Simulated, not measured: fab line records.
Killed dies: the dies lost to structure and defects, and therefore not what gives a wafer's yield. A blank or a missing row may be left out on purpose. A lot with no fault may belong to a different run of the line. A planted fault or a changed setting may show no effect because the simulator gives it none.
Which tool did it? || flow n5Finfet || Sampling: 24 lots, 72 wafers, 4 of 1938 route steps

## WHAT THE GAUGES SHOWED, per wafer
N5_MOL_CONTACT_COAG_OVL_MEAS_41.
{"lot": "L074", "measured": "day 5 02:16", "on": "overlay-02", "VD_OVL (nm)": "-0.8 -0.4 0.0"}
{"lot": "L075", "measured": "day 5 08:22", "on": "overlay-01", "VD_OVL (nm)": "2.1 0.9 2.0"}
{"lot": "L076", "measured": "day 5 21:08", "on": "overlay-02", "VD_OVL (nm)": "2.0 1.8 0.7"}
{"lot": "L077", "measured": "day 5 23:13", "on": "overlay-02", "VD_OVL (nm)": "0.7 0.9 1.5"}
{"lot": "L078", "measured": "day 6 06:16", "on": "overlay-02", "VD_OVL (nm)": "0.2 0.3 0.4"}
{"lot": "L079", "measured": "day 6 08:50", "on": "overlay-01", "VD_OVL (nm)": "1.3 2.1 1.4"}
{"lot": "L080", "measured": "day 6 18:41", "on": "overlay-01", "VD_OVL (nm)": "0.6 0.3 -0.1"}
{"lot": "L081", "measured": "day 7 05:07", "on": "overlay-02", "VD_OVL (nm)": "1.0 -0.7 1.2"}
{"lot": "L082", "measured": "day 7 05:30", "on": "overlay-01", "VD_OVL (nm)": "-0.4 -0.6 0.8"}
{"lot": "L083", "measured": "day 7 09:57", "on": "overlay-01", "VD_OVL (nm)": "0.6 0.3 0.8"}
{"lot": "L084", "measured": "day 7 15:16", "on": "overlay-01", "VD_OVL (nm)": "1.0 0.4 0.8"}
{"lot": "L085", "measured": "day 8 04:31", "on": "overlay-01", "VD_OVL (nm)": "0.3 0.4 -0.4"}
{"lot": "L086", "measured": "day 8 05:13", "on": "overlay-02", "VD_OVL (nm)": "-0.1 -0.4 -0.6"}
{"lot": "L087", "measured": "day 8 10:50", "on": "overlay-01", "VD_OVL (nm)": "0.0 -0.2 0.2"}
{"lot": "L089", "measured": "day 8 21:59", "on": "overlay-02", "VD_OVL (nm)": "0.1 0.3 0.1"}
{"lot": "L088", "measured": "day 9 04:22", "on": "overlay-01", "VD_OVL (nm)": "1.2 0.6 1.6"}
{"lot": "L090", "measured": "day 9 05:14", "on": "overlay-02", "VD_OVL (nm)": "2.1 1.5 1.3"}
{"lot": "L091", "measured": "day 9 08:07", "on": "overlay-02", "VD_OVL (nm)": "-0.7 -0.5 0.2"}
{"lot": "L092", "measured": "day 9 19:44", "on": "overlay-02", "VD_OVL (nm)": "-0.1 1.2 0.6"}
{"lot": "L093", "measured": "day 9 23:15", "on": "overlay-01", "VD_OVL (nm)": "-0.2 -1.1 -0.8"}
{"lot": "L094", "measured": "day 10 03:02", "on": "overlay-02", "VD_OVL (nm)": "-0.1 -0.6 0.1"}
{"lot": "L095", "measured": "day 10 18:04", "on": "overlay-01", "VD_OVL (nm)": "0.7 2.3 0.3"}
{"lot": "L096", "measured": "day 10 18:14", "on": "overlay-01", "VD_OVL (nm)": "1.2 0.3 0.0"}
{"lot": "L097", "measured": "day 11 00:01", "on": "overlay-01", "VD_OVL (nm)": "0.2 0.4 0.9"}

## WHICH TOOL RAN EACH LOT (tool, then ch and the chambers of the sampled wafers, then the start)
{"lot": "L074", "N5_MOL_CONTACT_COAG_ALD_20": "aldMetal-04 ch 0,1,3, day 4 17:12", "N5_MOL_CONTACT_COAG_PRE_CLEAN_142": "pvdSputter-03, day 4 20:02", "N5_MOL_CONTACT_COAG_CMP_28": "cmp-02 ch 2,3, day 4 22:49"}
{"lot": "L075", "N5_MOL_CONTACT_COAG_ALD_20": "aldMetal-02 ch 0,1,2, day 4 20:31", "N5_MOL_CONTACT_COAG_PRE_CLEAN_142": "pvdSputter-01, day 5 01:38", "N5_MOL_CONTACT_COAG_CMP_28": "cmp-02 ch 1,2,3, day 5 04:19"}
{"lot": "L076", "N5_MOL_CONTACT_COAG_ALD_20": "aldMetal-02 ch 1,2,3, day 5 10:05", "N5_MOL_CONTACT_COAG_PRE_CLEAN_142": "pvdSputter-03, day 5 14:22", "N5_MOL_CONTACT_COAG_CMP_28": "cmp-01 ch 1,2,3, day 5 18:12"}
{"lot": "L077", "N5_MOL_CONTACT_COAG_ALD_20": "aldMetal-02 ch 1,3, day 5 12:44", "N5_MOL_CONTACT_COAG_PRE_CLEAN_142": "pvdSputter-03, day 5 17:32", "N5_MOL_CONTACT_COAG_CMP_28": "cmp-01 ch 0,1, day 5 20:25"}
{"lot": "L078", "N5_MOL_CONTACT_COAG_ALD_20": "aldMetal-01 ch 1,2,3, day 5 19:56", "N5_MOL_CONTACT_COAG_PRE_CLEAN_142": "pvdSputter-03, day 6 01:11", "N5_MOL_CONTACT_COAG_CMP_28": "cmp-02 ch 0,1, day 6 03:48"}
{"lot": "L079", "N5_MOL_CONTACT_COAG_ALD_20": "aldMetal-04 ch 0,1,2, day 5 22:29", "N5_MOL_CONTACT_COAG_PRE_CLEAN_142": "pvdSputter-02, day 6 03:23", "N5_MOL_CONTACT_COAG_CMP_28": "cmp-01 ch 0,1,2, day 6 06:23"}
{"lot": "L080", "N5_MOL_CONTACT_COAG_ALD_20": "aldMetal-01 ch 1,2,3, day 6 08:56", "N5_MOL_CONTACT_COAG_PRE_CLEAN_142": "pvdSputter-01, day 6 13:32", "N5_MOL_CONTACT_COAG_CMP_28": "cmp-03 ch 0,2,3, day 6 16:18"}
{"lot": "L081", "N5_MOL_CONTACT_COAG_ALD_20": "aldMetal-01 ch 0,3, day 6 15:25", "N5_MOL_CONTACT_COAG_PRE_CLEAN_142": "pvdSputter-02, day 6 23:43", "N5_MOL_CONTACT_COAG_CMP_28": "cmp-03 ch 0,1,2, day 7 02:31"}
{"lot": "L082", "N5_MOL_CONTACT_COAG_ALD_20": "aldMetal-02 ch 0,2,3, day 6 20:09", "N5_MOL_CONTACT_COAG_PRE_CLEAN_142": "pvdSputter-02, day 6 23:52", "N5_MOL_CONTACT_COAG_CMP_28": "cmp-01 ch 0,1,2, day 7 02:51"}
{"lot": "L083", "N5_MOL_CONTACT_COAG_ALD_20": "aldMetal-04 ch 0,1,2, day 6 23:59", "N5_MOL_CONTACT_COAG_PRE_CLEAN_142": "pvdSputter-01, day 7 04:27", "N5_MOL_CONTACT_COAG_CMP_28": "cmp-01 ch 1,2, day 7 07:05"}
{"lot": "L084", "N5_MOL_CONTACT_COAG_ALD_20": "aldMetal-02 ch 0,1,2, day 7 04:26", "N5_MOL_CONTACT_COAG_PRE_CLEAN_142": "pvdSputter-03, day 7 10:10", "N5_MOL_CONTACT_COAG_CMP_28": "cmp-02 ch 0,1,3, day 7 12:53"}
{"lot": "L085", "N5_MOL_CONTACT_COAG_ALD_20": "aldMetal-02 ch 1,2, day 7 20:07", "N5_MOL_CONTACT_COAG_PRE_CLEAN_142": "pvdSputter-01, day 7 23:21", "N5_MOL_CONTACT_COAG_CMP_28": "cmp-01 ch 2,3, day 8 01:59"}
{"lot": "L086", "N5_MOL_CONTACT_COAG_ALD_20": "aldMetal-04 ch 1,2, day 7 20:25", "N5_MOL_CONTACT_COAG_PRE_CLEAN_142": "pvdSputter-03, day 7 23:23", "N5_MOL_CONTACT_COAG_CMP_28": "cmp-01 ch 0,2,3, day 8 02:13"}
{"lot": "L087", "N5_MOL_CONTACT_COAG_ALD_20": "aldMetal-01 ch 2,3, day 8 01:26", "N5_MOL_CONTACT_COAG_PRE_CLEAN_142": "pvdSputter-01, day 8 05:35", "N5_MOL_CONTACT_COAG_CMP_28": "cmp-03 ch 0,1, day 8 08:18"}
{"lot": "L089", "N5_MOL_CONTACT_COAG_ALD_20": "aldMetal-02 ch 0,1,3, day 8 11:27", "N5_MOL_CONTACT_COAG_PRE_CLEAN_142": "pvdSputter-02, day 8 14:50", "N5_MOL_CONTACT_COAG_CMP_28": "cmp-03 ch 0,1,3, day 8 18:11"}
{"lot": "L088", "N5_MOL_CONTACT_COAG_ALD_20": "aldMetal-02 ch 0,1,3, day 8 17:11", "N5_MOL_CONTACT_COAG_PRE_CLEAN_142": "pvdSputter-03, day 8 23:04", "N5_MOL_CONTACT_COAG_CMP_28": "cmp-02 ch 2,3, day 9 01:44"}
{"lot": "L090", "N5_MOL_CONTACT_COAG_ALD_20": "aldMetal-02 ch 1,2,3, day 8 20:02", "N5_MOL_CONTACT_COAG_PRE_CLEAN_142": "pvdSputter-02, day 8 23:23", "N5_MOL_CONTACT_COAG_CMP_28": "cmp-02 ch 2,3, day 9 02:41"}
{"lot": "L091", "N5_MOL_CONTACT_COAG_ALD_20": "aldMetal-02 ch 1,2, day 8 22:59", "N5_MOL_CONTACT_COAG_PRE_CLEAN_142": "pvdSputter-01, day 9 02:40", "N5_MOL_CONTACT_COAG_CMP_28": "cmp-03 ch 1,2,3, day 9 05:25"}
{"lot": "L092", "N5_MOL_CONTACT_COAG_ALD_20": "aldMetal-04 ch 0,1,3, day 9 09:10", "N5_MOL_CONTACT_COAG_PRE_CLEAN_142": "pvdSputter-03, day 9 14:06", "N5_MOL_CONTACT_COAG_CMP_28": "cmp-01 ch 0,1,2, day 9 16:55"}
{"lot": "L093", "N5_MOL_CONTACT_COAG_ALD_20": "aldMetal-04 ch 0,1,2, day 9 14:02", "N5_MOL_CONTACT_COAG_PRE_CLEAN_142": "pvdSputter-01, day 9 17:53", "N5_MOL_CONTACT_COAG_CMP_28": "cmp-02 ch 0,2, day 9 20:44"}
{"lot": "L094", "N5_MOL_CONTACT_COAG_ALD_20": "aldMetal-02 ch 1,2,3, day 9 17:30", "N5_MOL_CONTACT_COAG_PRE_CLEAN_142": "pvdSputter-03, day 9 21:12", "N5_MOL_CONTACT_COAG_CMP_28": "cmp-03 ch 0,2, day 9 23:59"}
{"lot": "L095", "N5_MOL_CONTACT_COAG_ALD_20": "aldMetal-02 ch 0,3, day 10 04:19", "N5_MOL_CONTACT_COAG_PRE_CLEAN_142": "pvdSputter-03, day 10 12:19", "N5_MOL_CONTACT_COAG_CMP_28": "cmp-03 ch 0,3, day 10 15:10"}
{"lot": "L096", "N5_MOL_CONTACT_COAG_ALD_20": "aldMetal-01 ch 0,3, day 10 05:38", "N5_MOL_CONTACT_COAG_PRE_CLEAN_142": "pvdSputter-02, day 10 12:30", "N5_MOL_CONTACT_COAG_CMP_28": "cmp-03 ch 0,1, day 10 15:22"}
{"lot": "L097", "N5_MOL_CONTACT_COAG_ALD_20": "aldMetal-01 ch 0,1,2, day 10 13:36", "N5_MOL_CONTACT_COAG_PRE_CLEAN_142": "pvdSputter-01, day 10 18:43", "N5_MOL_CONTACT_COAG_CMP_28": "cmp-02 ch 1,2,3, day 10 21:20"}
- N5_MOL_CONTACT_COAG_ALD_20: deposits TiN, target thk 1.5 nm, pulse time 1 s, purge time 3 s.
- N5_MOL_CONTACT_COAG_PRE_CLEAN_142: time 60 s.
- N5_MOL_CONTACT_COAG_CMP_28: polishes, stops on SiNx, t overpolish 0.85 s, target thk 14.522 nm.

## AS READ BY THE TOOLS THEMSELVES (means over the sampled wafers that have a number; for cases with no such wafer, the mark the record gives instead)
N5_MOL_CONTACT_COAG_ALD_20.
{"lot": "L074", "tool": "aldMetal-04", "heaterPowerW (W)": 878, "precursorPulseHeightRel": 0.999}
{"lot": "L075", "tool": "aldMetal-02", "heaterPowerW (W)": 842, "precursorPulseHeightRel": 1.005}
{"lot": "L076", "tool": "aldMetal-02", "heaterPowerW (W)": 839, "precursorPulseHeightRel": 1.002}
{"lot": "L077", "tool": "aldMetal-02", "heaterPowerW (W)": 847, "precursorPulseHeightRel": 1.019}
{"lot": "L078", "tool": "aldMetal-01", "heaterPowerW (W)": 914, "precursorPulseHeightRel": 1.000}
{"lot": "L079", "tool": "aldMetal-04", "heaterPowerW (W)": 852, "precursorPulseHeightRel": 0.998}
{"lot": "L080", "tool": "aldMetal-01", "heaterPowerW (W)": 896, "precursorPulseHeightRel": 0.998}
{"lot": "L081", "tool": "aldMetal-01", "heaterPowerW (W)": 885, "precursorPulseHeightRel": 1.002}
{"lot": "L082", "tool": "aldMetal-02", "heaterPowerW (W)": 883, "precursorPulseHeightRel": 1.002}
{"lot": "L083", "tool": "aldMetal-04", "heaterPowerW (W)": 852, "precursorPulseHeightRel": 1.005}
{"lot": "L084", "tool": "aldMetal-02", "heaterPowerW (W)": 824, "precursorPulseHeightRel": 0.994}
{"lot": "L085", "tool": "aldMetal-02", "heaterPowerW (W)": 832, "precursorPulseHeightRel": 1.002}
{"lot": "L086", "tool": "aldMetal-04", "heaterPowerW (W)": 789, "precursorPulseHeightRel": 1.023}
{"lot": "L087", "tool": "aldMetal-01", "heaterPowerW (W)": 817, "precursorPulseHeightRel": 1.000}
{"lot": "L089", "tool": "aldMetal-02", "heaterPowerW (W)": 840, "precursorPulseHeightRel": 1.007}
{"lot": "L088", "tool": "aldMetal-02", "heaterPowerW (W)": 840, "precursorPulseHeightRel": 1.004}
{"lot": "L090", "tool": "aldMetal-02", "heaterPowerW (W)": 842, "precursorPulseHeightRel": 0.985}
{"lot": "L091", "tool": "aldMetal-02", "heaterPowerW (W)": 831, "precursorPulseHeightRel": 1.002}
{"lot": "L092", "tool": "aldMetal-04", "heaterPowerW (W)": 880, "precursorPulseHeightRel": 0.981}
{"lot": "L093", "tool": "aldMetal-04", "heaterPowerW (W)": 848, "precursorPulseHeightRel": 1.004}
{"lot": "L094", "tool": "aldMetal-02", "heaterPowerW (W)": 841, "precursorPulseHeightRel": 0.996}
{"lot": "L095", "tool": "aldMetal-02", "heaterPowerW (W)": 882, "precursorPulseHeightRel": 1.012}
{"lot": "L096", "tool": "aldMetal-01", "heaterPowerW (W)": 890, "precursorPulseHeightRel": 1.007}
{"lot": "L097", "tool": "aldMetal-01", "heaterPowerW (W)": 921, "precursorPulseHeightRel": 0.993}

N5_MOL_CONTACT_COAG_PRE_CLEAN_142.
{"lot": "L074", "tool": "pvdSputter-03", "heaterPowerW (W)": 488}
{"lot": "L075", "tool": "pvdSputter-01", "heaterPowerW (W)": 452}
{"lot": "L076", "tool": "pvdSputter-03", "heaterPowerW (W)": 488}
{"lot": "L077", "tool": "pvdSputter-03", "heaterPowerW (W)": 507}
{"lot": "L078", "tool": "pvdSputter-03", "heaterPowerW (W)": 498}
{"lot": "L079", "tool": "pvdSputter-02", "heaterPowerW (W)": 467}
{"lot": "L080", "tool": "pvdSputter-01", "heaterPowerW (W)": 487}
{"lot": "L081", "tool": "pvdSputter-02", "heaterPowerW (W)": 447}
{"lot": "L082", "tool": "pvdSputter-02", "heaterPowerW (W)": 429}
{"lot": "L083", "tool": "pvdSputter-01", "heaterPowerW (W)": 473}
{"lot": "L084", "tool": "pvdSputter-03", "heaterPowerW (W)": 489}
{"lot": "L085", "tool": "pvdSputter-01", "heaterPowerW (W)": 471}
{"lot": "L086", "tool": "pvdSputter-03", "heaterPowerW (W)": 512}
{"lot": "L087", "tool": "pvdSputter-01", "heaterPowerW (W)": 455}
{"lot": "L089", "tool": "pvdSputter-02", "heaterPowerW (W)": 449}
{"lot": "L088", "tool": "pvdSputter-03", "heaterPowerW (W)": 516}
{"lot": "L090", "tool": "pvdSputter-02", "heaterPowerW (W)": 452}
{"lot": "L091", "tool": "pvdSputter-01", "heaterPowerW (W)": 453}
{"lot": "L092", "tool": "pvdSputter-03", "heaterPowerW (W)": 514}
{"lot": "L093", "tool": "pvdSputter-01", "heaterPowerW (W)": 452}
{"lot": "L094", "tool": "pvdSputter-03", "heaterPowerW (W)": 502}
{"lot": "L095", "tool": "pvdSputter-03", "heaterPowerW (W)": 472}
{"lot": "L096", "tool": "pvdSputter-02", "heaterPowerW (W)": 452}
{"lot": "L097", "tool": "pvdSputter-01", "heaterPowerW (W)": 448}

N5_MOL_CONTACT_COAG_CMP_28.
{"lot": "L074", "tool": "cmp-02", "motorCurrentA (A)": 13.6, "platenRpm (rpm)": 51.80, "slurryFlowMlMin": 149.7, "timeToEndpointS (s)": 4.4}
{"lot": "L075", "tool": "cmp-02", "motorCurrentA (A)": 13.0, "platenRpm (rpm)": 51.82, "slurryFlowMlMin": 149.9, "timeToEndpointS (s)": 2.9}
{"lot": "L076", "tool": "cmp-01", "motorCurrentA (A)": 11.6, "platenRpm (rpm)": 51.79, "slurryFlowMlMin": 149.7, "timeToEndpointS (s)": 4.7}
{"lot": "L077", "tool": "cmp-01", "motorCurrentA (A)": 11.6, "platenRpm (rpm)": 51.80, "slurryFlowMlMin": 149.6, "timeToEndpointS (s)": 7.9}
{"lot": "L078", "tool": "cmp-02", "motorCurrentA (A)": 13.7, "platenRpm (rpm)": 51.75, "slurryFlowMlMin": 150.1, "timeToEndpointS (s)": 3.5}
{"lot": "L079", "tool": "cmp-01", "motorCurrentA (A)": 11.9, "platenRpm (rpm)": 51.82, "slurryFlowMlMin": 150.0, "timeToEndpointS (s)": 4.9}
{"lot": "L080", "tool": "cmp-03", "motorCurrentA (A)": 12.8, "platenRpm (rpm)": 51.76, "slurryFlowMlMin": 149.6, "timeToEndpointS (s)": 7.2}
{"lot": "L081", "tool": "cmp-03", "motorCurrentA (A)": 12.5, "platenRpm (rpm)": 51.80, "slurryFlowMlMin": 150.2, "timeToEndpointS (s)": 7.7}
{"lot": "L082", "tool": "cmp-01", "motorCurrentA (A)": 11.4, "platenRpm (rpm)": 51.80, "slurryFlowMlMin": 150.1, "timeToEndpointS (s)": 3.8}
{"lot": "L083", "tool": "cmp-01", "motorCurrentA (A)": 11.1, "platenRpm (rpm)": 51.76, "slurryFlowMlMin": 149.7, "timeToEndpointS (s)": 4.5}
{"lot": "L084", "tool": "cmp-02", "motorCurrentA (A)": 13.2, "platenRpm (rpm)": 51.81, "slurryFlowMlMin": 150.0, "timeToEndpointS (s)": 7.1}
{"lot": "L085", "tool": "cmp-01", "motorCurrentA (A)": 12.1, "platenRpm (rpm)": 51.81, "slurryFlowMlMin": 150.3, "timeToEndpointS (s)": 5.8}
{"lot": "L086", "tool": "cmp-01", "motorCurrentA (A)": 11.8, "platenRpm (rpm)": 51.82, "slurryFlowMlMin": 150.0, "timeToEndpointS (s)": 5.7}
{"lot": "L087", "tool": "cmp-03", "motorCurrentA (A)": 12.9, "platenRpm (rpm)": 51.77, "slurryFlowMlMin": 150.2, "timeToEndpointS (s)": 4.6}
{"lot": "L089", "tool": "cmp-03", "motorCurrentA (A)": 12.6, "platenRpm (rpm)": 51.82, "slurryFlowMlMin": 150.0, "timeToEndpointS (s)": 3.5}
{"lot": "L088", "tool": "cmp-02", "motorCurrentA (A)": 13.1, "platenRpm (rpm)": 51.79, "slurryFlowMlMin": 150.0, "timeToEndpointS (s)": 5.2}
{"lot": "L090", "tool": "cmp-02", "motorCurrentA (A)": 12.9, "platenRpm (rpm)": 51.80, "slurryFlowMlMin": 150.3, "timeToEndpointS (s)": 3.1}
{"lot": "L091", "tool": "cmp-03", "motorCurrentA (A)": 12.3, "platenRpm (rpm)": 51.78, "slurryFlowMlMin": 150.4, "timeToEndpointS (s)": 5.1}
{"lot": "L092", "tool": "cmp-01", "motorCurrentA (A)": 11.6, "platenRpm (rpm)": 51.80, "slurryFlowMlMin": 150.1, "timeToEndpointS (s)": 5.4}
{"lot": "L093", "tool": "cmp-02", "motorCurrentA (A)": 14.8, "platenRpm (rpm)": 51.81, "slurryFlowMlMin": 150.4, "timeToEndpointS (s)": 4.7}
{"lot": "L094", "tool": "cmp-03", "motorCurrentA (A)": 13.5, "platenRpm (rpm)": 51.79, "slurryFlowMlMin": 150.2, "timeToEndpointS (s)": 2.9}
{"lot": "L095", "tool": "cmp-03", "motorCurrentA (A)": 13.1, "platenRpm (rpm)": 51.81, "slurryFlowMlMin": 149.4, "timeToEndpointS (s)": 3.0}
{"lot": "L096", "tool": "cmp-03", "motorCurrentA (A)": 13.4, "platenRpm (rpm)": 51.79, "slurryFlowMlMin": 149.9, "timeToEndpointS (s)": 2.4}
{"lot": "L097", "tool": "cmp-02", "motorCurrentA (A)": 13.6, "platenRpm (rpm)": 51.79, "slurryFlowMlMin": 150.2, "timeToEndpointS (s)": 3.5}

## THE ANSWER, worked out from the rows above alone
Rule: the lots themselves supply what counts as usual. The widest of any qualifying gaps counts: lots, ordered by their means at a reading, are off when they make up no more than a third of the lots, leave a main group of 4 or more, and stand apart from it by 3 or more times the standard deviation of that group's means. If all means in a main group match to the digits the tables above print for the reading, that group is not used. Also off: a lot with no number at a reading for which 4 or more lots have one. Where the step has rows for the other lots, those lots are counted as sound. After the gauges, taken in route order, come the tools' own readings; for these a lot's mean is taken, as printed above. The first step at which some lot is off is used, and at that step the reading that is off furthest; a lot without a number counts as furthest.
Across all readings shown, no lot is off: no conclusion can be drawn from this.

## WHAT WAS PUT IN BY THE SIMULATOR
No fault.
